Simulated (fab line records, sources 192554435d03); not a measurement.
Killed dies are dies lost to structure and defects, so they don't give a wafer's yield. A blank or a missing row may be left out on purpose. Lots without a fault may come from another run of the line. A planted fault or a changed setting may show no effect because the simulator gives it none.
Which tool did it? | flow n5_finfet | 24 lots, 72 wafers sampled, at 3 steps of a route of 1938

WHAT THE GAUGES READ, wafer by wafer
N5_BEOL_M5_CD_MEAS_11: target cd 27.74 nm.
lot  | measured     | on        | cd_nm (nm)
L075 | day 8 21:01  | cd_sem-01 | 28.20 28.14 28.16
L074 | day 8 22:11  | cd_sem-01 | 28.12 27.98 27.78
L076 | day 9 11:04  | cd_sem-02 | 27.97 27.76 27.75
L077 | day 9 11:39  | cd_sem-02 | 28.00 27.81 28.03
L078 | day 9 18:14  | cd_sem-01 | 27.93 28.07 28.15
L081 | day 10 05:25 | cd_sem-03 | 28.30 28.19 28.35
L082 | day 10 13:50 | cd_sem-03 | 28.16 27.83 28.11
L080 | day 10 17:54 | cd_sem-02 | 28.05 28.23 27.91
L079 | day 10 18:18 | cd_sem-02 | 27.63 28.03 27.25
L083 | day 10 23:47 | cd_sem-02 | 27.75 27.73 28.12
L084 | day 11 00:05 | cd_sem-02 | 27.91 28.18 28.04
L085 | day 11 11:22 | cd_sem-03 | 27.73 27.54 27.95
L086 | day 11 11:29 | cd_sem-01 | 28.15 28.11 27.86
L087 | day 12 03:19 | cd_sem-03 | 27.99 27.82 27.83
L090 | day 12 05:43 | cd_sem-03 | 27.85 28.05 28.18
L088 | day 12 07:47 | cd_sem-02 | 27.80 28.18 27.25
L089 | day 12 16:53 | cd_sem-03 | 27.88 27.84 27.77
L092 | day 12 20:14 | cd_sem-03 | 27.77 28.27 28.11
L091 | day 12 20:34 | cd_sem-03 | 27.91 28.34 27.53
L093 | day 12 23:54 | cd_sem-02 | 28.49 28.61 28.15
L094 | day 13 16:15 | cd_sem-02 | 27.84 28.03 28.16
L095 | day 14 00:27 | cd_sem-02 | 27.88 28.07 28.56
L097 | day 14 04:35 | cd_sem-03 | 27.54 28.22 27.87
L096 | day 14 08:27 | cd_sem-02 | 28.36 28.10 27.96

N5_BEOL_M5_CD_MEAS_18: pitch 56 nm, target cd 28 nm.
lot  | measured     | on        | cd_nm (nm)
L075 | day 8 21:43  | cd_sem-01 | 27.8 28.0 27.9
L074 | day 8 22:55  | cd_sem-03 | 27.7 27.6 27.8
L076 | day 9 11:49  | cd_sem-03 | 27.8 27.6 27.9
L077 | day 9 12:15  | cd_sem-01 | 28.0 28.2 28.1
L078 | day 9 18:53  | cd_sem-03 | 28.1 27.8 27.4
L081 | day 10 05:58 | cd_sem-02 | 28.3 27.8 28.4
L082 | day 10 14:47 | cd_sem-01 | 28.6 28.0 27.6
L080 | day 10 18:34 | cd_sem-01 | 28.5 28.0 27.9
L079 | day 10 19:05 | cd_sem-02 | 27.4 28.5 27.4
L083 | day 11 00:25 | cd_sem-02 | 28.2 28.1 28.3
L084 | day 11 00:51 | cd_sem-01 | 27.3 28.5 27.9
L085 | day 11 11:55 | cd_sem-01 | 28.1 27.7 27.8
L086 | day 11 12:02 | cd_sem-03 | 27.8 28.4 27.3
L087 | day 12 04:11 | cd_sem-02 | 28.0 28.0 28.4
L090 | day 12 06:16 | cd_sem-03 | 28.7 28.0 28.3
L088 | day 12 08:20 | cd_sem-03 | 28.3 28.1 28.0
L089 | day 12 17:40 | cd_sem-01 | 27.6 28.2 27.9
L092 | day 12 20:55 | cd_sem-01 | 27.9 28.4 28.4
L091 | day 12 21:22 | cd_sem-03 | 27.8 28.2 28.1
L093 | day 13 00:31 | cd_sem-01 | 28.2 28.0 28.3
L094 | day 13 16:50 | cd_sem-01 | 28.2 28.0 28.4
L095 | day 14 01:01 | cd_sem-01 | 28.2 27.6 27.4
L097 | day 14 05:08 | cd_sem-01 | 27.8 27.9 27.6
L096 | day 14 09:09 | cd_sem-03 | 27.8 28.6 28.8

WHICH TOOL RAN EACH LOT (tool, then ch and the chambers of the sampled wafers, then the start)
lot  | N5_BEOL_M4_SPUTTER_94
L075 | pvd_sputter-01, day 8 16:07
L074 | pvd_sputter-03, day 8 16:41
L076 | pvd_sputter-02, day 9 06:55
L077 | pvd_sputter-03, day 9 07:04
L078 | pvd_sputter-02, day 9 13:19
L081 | pvd_sputter-01, day 9 23:29
L082 | pvd_sputter-01, day 10 08:45
L080 | pvd_sputter-01, day 10 12:14
L079 | pvd_sputter-03, day 10 13:58
L083 | pvd_sputter-02, day 10 16:06
L084 | pvd_sputter-03, day 10 18:40
L085 | pvd_sputter-02, day 11 07:24
L086 | pvd_sputter-03, day 11 07:38
L087 | pvd_sputter-03, day 11 22:34
L090 | pvd_sputter-03, day 12 01:35
L088 | pvd_sputter-01, day 12 01:44
L089 | pvd_sputter-03, day 12 12:44
L092 | pvd_sputter-02, day 12 15:43
L091 | pvd_sputter-01, day 12 15:53
L093 | pvd_sputter-03, day 12 18:59
L094 | pvd_sputter-02, day 13 11:06
L095 | pvd_sputter-01, day 13 18:15
L097 | pvd_sputter-02, day 13 23:33
L096 | pvd_sputter-03, day 14 02:55
- N5_BEOL_M4_SPUTTER_94: material Cu, target thk 4.5 nm, time 8.29 s.

WHAT THE TOOLS THEMSELVES READ (means of the sampled wafers that have a number; where no wafer has one, the mark that the record gives instead)
N5_BEOL_M4_SPUTTER_94.
lot  | tool           | susceptor_temp_C (C) | throttle_valve_pct (%)
L075 | pvd_sputter-01 | -20.13               | 30.5
L074 | pvd_sputter-03 | -19.97               | 29.8
L076 | pvd_sputter-02 | -19.91               | 31.0
L077 | pvd_sputter-03 | -20.02               | 30.6
L078 | pvd_sputter-02 | -20.03               | 29.7
L081 | pvd_sputter-01 | -20.01               | 30.2
L082 | pvd_sputter-01 | -20.05               | 30.3
L080 | pvd_sputter-01 | -19.93               | 30.5
L079 | pvd_sputter-03 | -20.14               | 30.5
L083 | pvd_sputter-02 | -19.97               | 29.8
L084 | pvd_sputter-03 | -19.98               | 30.7
L085 | pvd_sputter-02 | -19.96               | 30.3
L086 | pvd_sputter-03 | -20.01               | 30.7
L087 | pvd_sputter-03 | -20.00               | 29.3
L090 | pvd_sputter-03 | -20.03               | 30.1
L088 | pvd_sputter-01 | -19.98               | 30.1
L089 | pvd_sputter-03 | -20.02               | 30.3
L092 | pvd_sputter-02 | -20.05               | 30.4
L091 | pvd_sputter-01 | -19.97               | 30.4
L093 | pvd_sputter-03 | -20.04               | 30.6
L094 | pvd_sputter-02 | -20.00               | 29.2
L095 | pvd_sputter-01 | -19.94               | 30.4
L097 | pvd_sputter-02 | -19.97               | 30.1
L096 | pvd_sputter-03 | -20.13               | 29.8

THE ANSWER, worked out from the rows above alone
Rule: what is usual is taken from the lots themselves. Put in order of their means at a reading, lots are off if they are a third of the lots or fewer, leave a main group of 4 or more, and stand apart from it by a gap of 3 or more times the standard deviation of the main group's means; of several such gaps the widest counts. A main group whose means are all the same, to the digits that the tables above print for the reading, isn't used. A lot without any number at a reading at which 4 lots or more have one is off too. The other lots that the step has rows for count as sound. The gauges are gone through in route order, then the tools' own readings, and for those a lot's mean is taken as printed above. The first step at which some lot is off is used, and at that step the reading that is off furthest; a lot without a number counts as furthest.
No lot is off at any reading shown: from this, nothing can be told.

WHAT THE SIMULATOR HAD PUT IN
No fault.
